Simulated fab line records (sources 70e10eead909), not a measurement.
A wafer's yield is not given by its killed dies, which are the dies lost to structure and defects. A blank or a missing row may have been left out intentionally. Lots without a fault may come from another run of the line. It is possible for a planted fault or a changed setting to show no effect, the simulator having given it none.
Struck lot and sound lot, side by side + flow nand_harc + 14 steps out of a route of 1302
Sound: the wafers L197.1, L197.4, L197.6. Wafers struck: L205.1, L205.2, L205.4. The cause comes at the end.
Per side, at each step with rows, come the tool, then ch with its chambers, and then its first start. Under that, the readings that differ: sound wafers + struck wafers + difference of the means + sigmas: that difference in standard deviations of wafers without a fault.
alike: same words and numbers on both sides, and readings whose means sit less than 2 such deviations apart. not compared: any withheld reading, any reading some wafer has no value for, any bound like >300 that may hide the same value, and any number with overlapping values for which the record gives no deviation.
Wherever a step has rows on one side only, a row that says differs or no value, or a row with sigmas, the two part there. Numbers that have no deviation but don't overlap get no sigmas and don't part them. Lack of a reading on every wafer of one side parts them only where that side has two or more wafers.

NHARC_A_CHANNEL_HOLE_D2_ETCH_44: etches the open film in CF4/O2, target depth 140 nm, overetch 14 nm, time 77 s.
  sound on rie_diel-06 ch 1,3, day 15 00:37; struck on rie_diel-06 ch 1,2,3, day 18 13:43
  alike: cf4_flow_sccm, drypump_motor_current_A, o2_flow_sccm, oes_product_au, rf_vpp_V, showerhead_plenum_p_Torr, throttle_valve_pct
  not compared: rf_hours_counter_h
NHARC_A_CHANNEL_HOLE_D2_STRIP_28: strips in O2.
  sound on rie_diel-06 ch 0,2; struck on rie_diel-06 ch 1,2,3
  alike: drypump_motor_current_A, o2_flow_sccm, oes_product_au, rf_vpp_V, showerhead_plenum_p_Torr, throttle_valve_pct
  not compared: rf_hours_counter_h
then, 2 steps without rows for these wafers: NHARC_A_CHANNEL_HOLE_D2_PRECLEAN_29 (cleans in SC1); NHARC_A_CHANNEL_HOLE_D2_SRD_30.
NHARC_A_CHANNEL_HOLE_D2_CD_MEAS_31:
  struck on cd_sem-02, day 18 14:31; sound on cd_sem-03, day 15 01:24
  alike: cd_nm
NHARC_A_CHANNEL_HOLE_D2_XSEM_32:
  sound on xsem-01 ch 0, day 15 01:29; struck on xsem-02 ch 0, day 18 14:38
| reading     | sound          | struck         | difference | sigmas |
|-------------|----------------|----------------|------------|--------|
| bow_nm (nm) | 8.74 8.79 8.83 | 8.37 8.23 8.35 | -0.47      | -2     |
  alike: bot_cd_nm, tilt_deg
NHARC_A_CHANNEL_HOLE_D2_INSPECT_40:
  struck on defect_inspect-01, day 18 14:43; sound on defect_inspect-01, day 15 01:35
  alike: raw_defect_count
then, 2 steps without rows for these wafers: NHARC_A_CHANNEL_FILL_D2_PRECLEAN_00 (cleans in SC1); NHARC_A_CHANNEL_FILL_D2_SRD_01.
NHARC_A_CHANNEL_FILL_D2_ALD_02: deposits SiO2, target thk 6 nm, pulse time 10 s, ald cycles 60.
  sound on ald_hk-04 ch 0,2, day 15 01:49; struck on ald_hk-02 ch 0,1,2, day 18 14:59
  alike: heater_power_w, precursor_pulse_height_rel, susceptor_temp_C
then, 2 steps without rows for these wafers: NHARC_A_CHANNEL_FILL_D2_ALD_03 (deposits SiNx, target thk 6 nm, pulse time 60 s, ald cycles 58); NHARC_A_CHANNEL_FILL_D2_ALD_14 (deposits SiO2, target thk 2.5 nm, pulse time 10 s, ald cycles 25).
NHARC_A_CHANNEL_FILL_D2_ALD_15: deposits SiNx, target thk 2 nm, pulse time 60 s, ald cycles 19.
  sound on ald_sin_batch-02 ch 0, day 15 11:56; struck on ald_sin_batch-02 ch 0, day 18 23:19
| reading              | sound | struck            | difference                   | sigmas |
|----------------------|-------|-------------------|------------------------------|--------|
| susceptor_temp_C (C) | - - - | 606.6 606.9 606.5 | no value on the sound wafers |        |
  alike: precursor_pulse_height_rel
NHARC_A_CHANNEL_FILL_D2_ALD_16: deposits SiO2, target thk 1.5 nm, pulse time 10 s, ald cycles 15.
  sound on ald_hk-03 ch 1,2, day 15 13:59; struck on ald_hk-02 ch 0,1,3, day 19 01:22
  alike: heater_power_w, precursor_pulse_height_rel, susceptor_temp_C

## WHERE THEY PART
At NHARC_A_CHANNEL_HOLE_D2_XSEM_32 first; at NHARC_A_CHANNEL_FILL_D2_ALD_15 last (within this record only). Later steps at which nothing parts them and some readings are alike: NHARC_A_CHANNEL_FILL_D2_ALD_16.

WHY: what the simulator had put in
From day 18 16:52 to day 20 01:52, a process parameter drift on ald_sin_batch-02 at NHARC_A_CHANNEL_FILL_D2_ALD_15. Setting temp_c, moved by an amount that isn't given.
